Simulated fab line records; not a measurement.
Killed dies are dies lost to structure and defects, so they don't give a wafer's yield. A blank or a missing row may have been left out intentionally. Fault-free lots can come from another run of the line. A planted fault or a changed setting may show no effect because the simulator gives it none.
Chamber matching | flow nandHarc | NHARC_A_M0_DEP_32 on pecvd-01 has 3 sister chambers
The step deposits SiCN, target thk 30 nm. 3 wafers are shown with their chamber, then 9 later ones without.

== WAFERS PAIRED WITH THEIR CHAMBERS ==
wafer  | chamber | heaterPowerW (W)
L084.1 | 2       | 590
L084.3 | 1       | 585
L084.5 | 0       | 626

== WAFERS WITH NO CHAMBER GIVEN ==
wafer  | heaterPowerW (W)
L089.2 | 526
L089.3 | 594
L089.4 | 602
L091.2 | 620
L091.4 | 595
L091.5 | 534
L093.2 | 597
L093.4 | 597
L093.6 | 587

== WHICH CHAMBER EACH ONE RAN IN ==
wafer  | from the rows above          | in truth
L089.2 | can't be placed: 1 or 2 or 0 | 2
L089.3 | can't be placed: 2 or 1 or 0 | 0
L089.4 | can't be placed: 2 or 1 or 0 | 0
L091.2 | can't be placed: 0 or 2 or 1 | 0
L091.4 | can't be placed: 2 or 1 or 0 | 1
L091.5 | can't be placed: 1 or 2 or 0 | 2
L093.2 | can't be placed: 2 or 1 or 0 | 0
L093.4 | can't be placed: 2 or 1 or 0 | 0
L093.6 | can't be placed: 1 or 2 or 0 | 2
0 of 9 placed correctly. From these rows, 9 cannot be placed; in 9 the true chamber is one of the candidates. 0 placed wrongly.
How it was worked out, from the rows above alone: a wafer's distance from a chamber is the root of the sum, over the readings, of the square of ((its reading less the chamber's mean) divided by the reading's scatter). The wafer belongs to the nearest chamber; if the next one is less than 2 further off, it can't be placed. The mean given for a chamber averages the wafers shown for that chamber. The scatter: with one shown wafer a chamber, the root of the mean of the squares of how far each hidden wafer lies from its nearest shown one.
